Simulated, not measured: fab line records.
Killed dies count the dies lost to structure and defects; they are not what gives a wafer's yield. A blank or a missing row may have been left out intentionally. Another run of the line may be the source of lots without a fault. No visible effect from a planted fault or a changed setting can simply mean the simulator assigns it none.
Chamber matching / flow n5-finfet / rie-diel-03 running N5_BEOL_M3_ETCH_63: 4 sister chambers
The step etches SiARC in CF4, target depth 15.6 nm, time 26 s. 8 wafers are shown with their chamber, then 9 later ones without.

WAFERS WITH THEIR CHAMBER
wafer=L078.4; chamber=3; showerhead-plenum-p-Torr (Torr)=2.17; drypump-motor-current-A (A)=5.1
wafer=L080.3; chamber=1; showerhead-plenum-p-Torr (Torr)=2.21; drypump-motor-current-A (A)=5.2
wafer=L082.2; chamber=1; showerhead-plenum-p-Torr (Torr)=2.21; drypump-motor-current-A (A)=5.2
wafer=L082.3; chamber=0; showerhead-plenum-p-Torr (Torr)=2.21; drypump-motor-current-A (A)=5.3
wafer=L082.6; chamber=2; showerhead-plenum-p-Torr (Torr)=2.11; drypump-motor-current-A (A)=4.8
wafer=L084.1; chamber=2; showerhead-plenum-p-Torr (Torr)=2.11; drypump-motor-current-A (A)=4.8
wafer=L084.2; chamber=0; showerhead-plenum-p-Torr (Torr)=2.21; drypump-motor-current-A (A)=5.4
wafer=L084.4; chamber=3; showerhead-plenum-p-Torr (Torr)=2.16; drypump-motor-current-A (A)=5.1

WAFERS WITHOUT THEIR CHAMBER
wafer=L085.1; showerhead-plenum-p-Torr (Torr)=2.21; drypump-motor-current-A (A)=5.1
wafer=L085.2; showerhead-plenum-p-Torr (Torr)=2.21; drypump-motor-current-A (A)=5.3
wafer=L085.4; showerhead-plenum-p-Torr (Torr)=2.21; drypump-motor-current-A (A)=5.1
wafer=L094.1; showerhead-plenum-p-Torr (Torr)=2.20; drypump-motor-current-A (A)=5.2
wafer=L094.2; showerhead-plenum-p-Torr (Torr)=2.10; drypump-motor-current-A (A)=4.8
wafer=L094.3; showerhead-plenum-p-Torr (Torr)=2.20; drypump-motor-current-A (A)=5.3
wafer=L097.3; showerhead-plenum-p-Torr (Torr)=2.10; drypump-motor-current-A (A)=4.8
wafer=L097.4; showerhead-plenum-p-Torr (Torr)=2.20; drypump-motor-current-A (A)=5.2
wafer=L097.6; showerhead-plenum-p-Torr (Torr)=2.20; drypump-motor-current-A (A)=5.4

CHAMBER TAKEN BY EACH
wafer=L085.1; from the rows above=1; in truth=1
wafer=L085.2; from the rows above=can't be placed: 0 or 1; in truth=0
wafer=L085.4; from the rows above=1; in truth=1
wafer=L094.1; from the rows above=1; in truth=1
wafer=L094.2; from the rows above=2; in truth=2
wafer=L094.3; from the rows above=can't be placed: 0 or 1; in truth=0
wafer=L097.3; from the rows above=2; in truth=2
wafer=L097.4; from the rows above=1; in truth=1
wafer=L097.6; from the rows above=0; in truth=0
7 of 9 placed correctly. From these rows, 2 cannot be placed; in 2 the true chamber is one of the candidates. Number placed wrongly: 0.
How it was worked out, from the rows above alone: a wafer's distance from a chamber is the root of the sum, over the readings, of the square of ((its reading less the chamber's mean) divided by the reading's scatter). The wafer belongs to the nearest chamber; if the next one is less than 2 further off, it can't be placed. The mean given for a chamber averages the wafers shown for that chamber. The scatter is the square root of a quotient: the sum, over the shown wafers, of each reading's squared deviation from its chamber's mean, divided by wafers minus chambers.
